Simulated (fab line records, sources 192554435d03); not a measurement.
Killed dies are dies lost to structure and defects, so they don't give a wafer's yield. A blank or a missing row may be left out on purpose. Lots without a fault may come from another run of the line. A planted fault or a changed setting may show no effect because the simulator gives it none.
Which tool did it? | flow n5_finfet | 9 lots, 27 wafers sampled, at 5 steps of a route of 1938

WHAT THE GAUGES READ, wafer by wafer
N5_BEOL_M4_RC_MEAS_101. Usual: DIBL_N 36.0 mV/V, standard deviation 2.2; DIBL_P 36.2 mV/V, standard deviation 2.4; IOFF_N 0.16 nA/um, standard deviation 0.035; IOFF_P 0.21 nA/um, standard deviation 0.037; ION_N 672 uA/um, standard deviation 13; ION_P 461 uA/um, standard deviation 7; SS_N 71.4 mV/dec, standard deviation 0.69; SS_P 73.2 mV/dec, standard deviation 0.75; VT_N 250 mV, standard deviation 3.4; VT_P -251 mV, standard deviation 3.
lot  | measured     | on        | DIBL_N (mV/V)  | DIBL_P (mV/V)  | IOFF_N (nA/um) | IOFF_P (nA/um) | ION_N (uA/um) | ION_P (uA/um) | SS_N (mV/dec)  | SS_P (mV/dec)  | VT_N (mV)   | VT_P (mV)      | flag
L742 | day 9 15:42  | prober-02 | 33.4 30.8 33.7 | 33.8 32.2 34.7 | 0.13 0.10 0.14 | 0.17 0.16 0.19 | 678 659 679   | 460 462 465   | 70.8 70.2 70.8 | 72.1 72.1 72.4 | 252 257 249 | -251 -254 -253 |
L745 | day 10 16:19 | prober-02 | 34.8 34.9 33.5 | 35.5 35.1 34.3 | 0.14 0.14 0.12 | 0.20 0.20 0.18 | 672 666 661   | 463 462 457   | 70.9 70.7 70.3 | 73.6 72.9 72.7 | 252 251 254 | -252 -248 -251 |
L747 | day 10 19:05 | prober-01 | 35.2 32.3 35.6 | 34.8 32.9 36.0 | 0.14 0.11 0.14 | 0.18 0.16 0.19 | 665 655 667   | 455 454 461   | 71.1 70.3 71.0 | 72.2 71.8 72.8 | 253 254 251 | -255 -252 -254 |
L755 | day 13 14:25 | prober-02 | 35.7 36.6 34.8 | 36.3 37.7 36.3 | 0.16 0.17 0.15 | 0.20 0.22 0.20 | 673 665 669   | 466 464 458   | 71.7 72.0 71.0 | 73.6 73.7 73.3 | 251 251 250 | -253 -252 -253 |
L759 | day 13 16:46 | prober-01 | 40.9 38.3 38.9 | 41.1 37.2 38.2 | 0.26 0.18 0.20 | 0.30 0.23 0.24 | 700 689 691   | 476 466 462   | 72.6 71.8 71.8 | 75.2 73.6 74.7 | 243 249 249 | -247 -251 -249 |
L760 | day 14 10:02 | prober-02 | 35.0 33.6 33.6 | 35.2 33.7 34.3 | 0.14 0.11 0.12 | 0.18 0.16 0.16 | 658 645 649   | 455 447 451   | 70.9 70.1 70.0 | 72.9 71.8 71.6 | 252 254 255 | -250 -254 -253 |
L761 | day 14 04:13 | prober-01 | 36.3 36.5 39.1 | 35.8 36.5 39.1 | 0.16 0.16 0.21 | 0.18 0.19 0.23 | 681 684 696   | 460 460 462   | 71.5 71.9 71.9 | 72.7 73.1 73.3 | 248 253 245 | -254 -252 -251 |
L762 | day 14 21:56 | prober-02 | 36.0 39.7 38.7 | 34.2 38.0 37.5 | 0.14 0.20 0.18 | 0.21 0.28 0.26 | 677 687 677   | 467 476 471   | 71.6 71.6 71.9 | 73.0 73.2 73.5 | 251 247 247 | -244 -243 -245 |
L764 | day 15 05:06 | prober-01 | 36.0 37.5 36.2 | 35.5 37.4 36.2 | 0.14 0.18 0.16 | 0.20 0.24 0.21 | 676 682 678   | 466 473 466   | 70.8 71.7 71.3 | 73.0 73.2 73.0 | 251 249 250 | -249 -247 -248 |

WHICH TOOL RAN EACH LOT (tool, then ch and the chambers of the sampled wafers, then the start)
lot  | N5_BEOL_M3_DESCUM_16               | N5_BEOL_M3_DESCUM_33               | N5_BEOL_M3_ALD_98                 | N5_BEOL_M3_ETCH_70
L742 | rie_diel-01 ch 0,3, day 8 08:17    | rie_diel-05 ch 0,2,3, day 8 10:03  | ald_sin-01 ch 1,2,3, day 8 10:36  | rie_diel-01 ch 1,3, day 8 13:14
L745 | rie_diel-02 ch 0,1,3, day 8 14:02  | rie_diel-01 ch 0,3, day 8 15:02    | ald_sin-01 ch 2,3, day 8 15:10    | rie_diel-05 ch 0,1, day 9 11:14
L747 | rie_diel-01 ch 0,1, day 8 18:35    | rie_diel-05 ch 0,1,2, day 8 19:28  | ald_sin-01 ch 0,2,3, day 8 19:36  | rie_diel-01 ch 0,3, day 9 11:23
L755 | rie_diel-01 ch 1,2,3, day 11 17:29 | rie_diel-02 ch 0,1,2, day 11 18:21 | ald_sin-03 ch 0,3, day 11 18:29   | rie_diel-02 ch 0,3, day 11 23:10
L759 | rie_diel-01 ch 0,2, day 12 04:39   | rie_diel-02 ch 0,1,2, day 12 05:34 | ald_sin-01 ch 0,2,3, day 12 06:11 | rie_diel-05 ch 0,3, day 12 19:39
L760 | rie_diel-02 ch 1,2, day 12 07:17   | rie_diel-01 ch 0,3, day 12 08:20   | ald_sin-01 ch 0,1, day 12 08:35   | rie_diel-02 ch 1,2,3, day 12 22:47
L761 | rie_diel-02 ch 0,3, day 12 14:59   | rie_diel-01 ch 0,3, day 12 16:00   | ald_sin-01 ch 0,2,3, day 12 17:18 | rie_diel-01 ch 0,3, day 12 23:07
L762 | rie_diel-05 ch 0,2,3, day 12 17:40 | rie_diel-02 ch 0,1,2, day 12 18:34 | ald_sin-01 ch 1,2, day 12 18:41   | rie_diel-05 ch 1,2,3, day 13 04:43
L764 | rie_diel-05 ch 0,2,3, day 13 14:47 | rie_diel-01 ch 1,2,3, day 13 15:47 | ald_sin-04 ch 0,1,2, day 13 15:55 | rie_diel-02 ch 0,1,2, day 13 16:28
- N5_BEOL_M3_DESCUM_16: chemistry O2, time 7 s.
- N5_BEOL_M3_DESCUM_33: chemistry O2, time 7 s.
- N5_BEOL_M3_ALD_98: deposits SiO2, target thk 2.5 nm, pulse time 1 s, co reactant pulse time 1 s.
- N5_BEOL_M3_ETCH_70: etches SOC in N2/H2, target depth 80 nm, overetch 16 nm, time 120 s.

WHAT THE TOOLS THEMSELVES READ (means of the sampled wafers that have a number; where no wafer has one, the mark that the record gives instead)
N5_BEOL_M3_DESCUM_16. Usual: drypump_motor_current_A 5.9 A, standard deviation 0.32; oes_product_au 0.82 a.u., standard deviation 0.096; rf_vpp_V 243.8 V, standard deviation 1.3; showerhead_plenum_p_Torr 2.13 Torr, standard deviation 0.061; temp_c 39.99 C, standard deviation 0.12; throttle_valve_pct 20.46 %, standard deviation 0.21.
lot  | tool        | drypump_motor_current_A (A) | oes_product_au (a.u.) | rf_vpp_V (V) | showerhead_plenum_p_Torr (Torr) | temp_c (C) | throttle_valve_pct (%) | flag
L742 | rie_diel-01 | 6.0                         | 0.87                  | 243.9        | 2.12                            | 40.14      | 20.42                  |
L745 | rie_diel-02 | 5.8                         | 0.87                  | 244.8        | 2.17                            | 40.06      | 20.45                  |
L747 | rie_diel-01 | 6.0                         | 0.74                  | 243.3        | 2.14                            | 40.12      | 20.83                  |
L755 | rie_diel-01 | 5.8                         | 0.89                  | 244.4        | 2.16                            | 39.96      | 20.40                  |
L759 | rie_diel-01 | 6.2                         | 0.86                  | 244.3        | 2.14                            | 40.01      | 20.47                  |
L760 | rie_diel-02 | 5.9                         | 0.81                  | 243.9        | 2.10                            | 39.90      | 20.20                  |
L761 | rie_diel-02 | 5.7                         | 0.77                  | 245.0        | 2.17                            | 39.94      | 20.74                  |
L762 | rie_diel-05 | 5.6                         | 0.79                  | 242.8        | 2.09                            | 39.98      | 20.43                  |
L764 | rie_diel-05 | 5.6                         | 0.77                  | 243.2        | 2.09                            | 40.11      | 20.44                  |

N5_BEOL_M3_DESCUM_33. Usual: drypump_motor_current_A 5.9 A, standard deviation 0.35; oes_product_au 0.81 a.u., standard deviation 0.094; rf_vpp_V 243.8 V, standard deviation 1.2; showerhead_plenum_p_Torr 2.13 Torr, standard deviation 0.061; temp_c 40.00 C, standard deviation 0.11; throttle_valve_pct 20.46 %, standard deviation 0.22.
lot  | tool        | drypump_motor_current_A (A) | oes_product_au (a.u.) | rf_vpp_V (V) | showerhead_plenum_p_Torr (Torr) | temp_c (C) | throttle_valve_pct (%) | flag
L742 | rie_diel-05 | 5.6                         | 0.71                  | 243.8        | 2.10                            | 40.07      | 20.51                  |
L745 | rie_diel-01 | 6.0                         | 0.86                  | 243.1        | 2.11                            | 39.94      | 20.42                  |
L747 | rie_diel-05 | 5.7                         | 0.73                  | 243.1        | 2.08                            | 40.06      | 20.41                  |
L755 | rie_diel-02 | 5.8                         | 0.77                  | 243.1        | 2.11                            | 40.00      | 20.45                  |
L759 | rie_diel-02 | 5.8                         | 0.77                  | 243.8        | 2.11                            | 40.00      | 20.44                  |
L760 | rie_diel-01 | 6.1                         | 0.81                  | 243.8        | 2.10                            | 39.96      | 20.52                  |
L761 | rie_diel-01 | 6.1                         | 0.81                  | 244.4        | 2.10                            | 40.06      | 20.53                  |
L762 | rie_diel-02 | 5.8                         | 0.77                  | 243.1        | 2.10                            | 39.97      | 20.46                  |
L764 | rie_diel-01 | 5.8                         | 0.87                  | 244.5        | 2.16                            | 40.07      | 20.44                  |

N5_BEOL_M3_ALD_98. Usual: heater_power_w 76 W, standard deviation 8.9; precursor_pulse_height_rel 1.000, standard deviation 0.02.
lot  | tool       | heater_power_w (W) | precursor_pulse_height_rel | flag
L742 | ald_sin-01 | 78                 | 0.991                      |
L745 | ald_sin-01 | 69                 | 1.005                      |
L747 | ald_sin-01 | 71                 | 0.997                      |
L755 | ald_sin-03 | 73                 | 1.000                      |
L759 | ald_sin-01 | 72                 | 0.997                      |
L760 | ald_sin-01 | 78                 | 1.004                      |
L761 | ald_sin-01 | 72                 | 0.991                      |
L762 | ald_sin-01 | 78                 | 0.997                      |
L764 | ald_sin-04 | 81                 | 1.017                      |

N5_BEOL_M3_ETCH_70. Usual: drypump_motor_current_A 5.9 A, standard deviation 0.37; oes_product_au 0.61 a.u., standard deviation 0.069; rf_vpp_V 525.1 V, standard deviation 2.2; showerhead_plenum_p_Torr 2.58 Torr, standard deviation 0.076; temp_c 39.99 C, standard deviation 0.11; throttle_valve_pct 17.86 %, standard deviation 0.24.
lot  | tool        | drypump_motor_current_A (A) | oes_product_au (a.u.) | rf_vpp_V (V) | showerhead_plenum_p_Torr (Torr) | temp_c (C) | throttle_valve_pct (%) | flag
L742 | rie_diel-01 | 5.8                         | 0.57                  | 525.6        | 2.60                            | 39.95      | 18.12                  |
L745 | rie_diel-05 | 6.1                         | 0.55                  | 525.2        | 2.59                            | 39.89      | 17.93                  |
L747 | rie_diel-01 | 6.2                         | 0.64                  | 525.7        | 2.59                            | 39.97      | 17.97                  |
L755 | rie_diel-02 | 6.0                         | 0.62                  | 526.8        | 2.67                            | 40.00      | 17.95                  |
L759 | rie_diel-05 | 5.9                         | 0.66                  | 525.6        | 2.60                            | 39.87      | 17.77                  |
L760 | rie_diel-02 | 6.1                         | 0.61                  | 526.0        | 2.60                            | 39.97      | 17.75                  |
L761 | rie_diel-01 | 6.2                         | 0.62                  | 524.5        | 2.58                            | 40.01      | 18.01                  |
L762 | rie_diel-05 | 5.6                         | 0.61                  | 523.1        | 2.50                            | 39.99      | 17.67                  |
L764 | rie_diel-02 | 5.8                         | 0.58                  | 525.2        | 2.58                            | 39.94      | 17.90                  |

THE ANSWER, worked out from the rows above alone
Rule: a lot is off if the mean of its wafers that have a number lies more than 3 standard deviations from the usual mean. A lot without any number at a reading at which 4 lots or more have one is off too. The other lots that the step has rows for count as sound. The gauges are gone through in route order, then the tools' own readings, and for those a lot's mean is taken as printed above. The first step at which some lot is off is used, and at that step the reading that is off furthest; a lot without a number counts as furthest.
No lot is off at any reading shown: from this, nothing can be told.

WHAT THE SIMULATOR HAD PUT IN
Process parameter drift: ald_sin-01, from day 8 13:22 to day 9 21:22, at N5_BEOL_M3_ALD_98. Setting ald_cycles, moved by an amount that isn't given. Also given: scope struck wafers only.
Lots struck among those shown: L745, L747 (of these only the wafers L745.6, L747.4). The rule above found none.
